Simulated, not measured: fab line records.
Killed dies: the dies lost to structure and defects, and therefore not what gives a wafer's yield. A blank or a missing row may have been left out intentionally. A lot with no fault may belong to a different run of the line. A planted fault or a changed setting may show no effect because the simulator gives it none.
Code-filled problem report in 8D (eight disciplines) form | flow n5Finfet | the parts of the form that need people (team, actions taken, sign-off) are left out

## 1. THE ISSUE
Mean of cdNm at N5_SD_EPI_P_CD_MEAS_09: 247.2 nm across 3 wafers in 3 lots; on wafers with no fault it is 240.9 nm (standard deviation 0.86). That is +7.3 standard deviations from the usual mean.
The step: target cd 240 nm.
The first sign was on wafer L323.6 at day 5 09:38, on cdSem-03. At this step, 12 wafers from 5 lots have a number in the record. The rule behind "out" and "out of limits": a value lying over 4 standard deviations away from the usual mean. All remaining wafers that have a number are taken as sound.

## 2. WHAT IT IS, WHAT IT ISN'T
question                    | is                     | is not
which readings at this step | cdNm                   | -
which lots                  | L323, L327, L328       | L316, L338
which wafers of those lots  | L323.6, L327.6, L328.5 | L323.1, L327.1, L328.1
read on which gauges        | cdSem-01, cdSem-03     | -
when                        | from day 5 09:38       | up to then (4 sound wafers); but 5 sound wafers of L327, L328, L338 came after

## 3. THE SUSPECTS, EACH WITH WHAT RULES IT OUT
Counting: a tool at a process step up to the reading stays a suspect if it ran every lot that is out. Sound lots after the first of them don't rule it out here, since some wafers of a struck lot are sound.
- ruled out: the gauge at N5_SD_EPI_P_CD_MEAS_09. 2 gauges (cdSem-01, cdSem-03) read the wafers that are out.
- lithoTrack-03 at N5_SD_EPI_P_PEB_07 (peb time 60 s): kept. Every lot that is out went through it, the first being L323 (day 5 09:34); the last sound lot it ran before that was L316 (day 3 12:25).
After counting, what remains is lithoTrack-03 at N5_SD_EPI_P_PEB_07.

## 4. THE CAUSE (what the simulator had put in)
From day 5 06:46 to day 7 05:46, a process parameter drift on lithoTrack-03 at N5_SD_EPI_P_PEB_07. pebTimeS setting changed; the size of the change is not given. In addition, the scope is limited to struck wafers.
The count eliminated every tool but this one.

## 5. THE EFFECT CHAIN, in route order
Each row: a reading whose mean over the struck wafers that have a number lies more than 3 standard deviations from the usual. Scope: only readings with a usual standard deviation given in the record; hours: median across lots of the time from each lot's start at the first step in this table that gives one to its start at this step; sigmas: change in usual standard deviations.
hours | step                   | reading | usual    | on struck wafers | change | sigmas
0     | N5_SD_EPI_P_CD_MEAS_09 | cdNm    | 240.9 nm | 247.2            | +6.3   | +7.3

## 6. WHAT WOULD HAVE CAUGHT IT SOONER
In this record the first reading out of limits at a measuring or inspecting step was taken at day 5 09:38, 3 hours after the fault began at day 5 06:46.
Of the lots that are out (3), L327, L328 began N5_SD_EPI_P_PEB_07 on lithoTrack-03 after day 5 09:38. A hold on the tool at that time would have spared those 2.
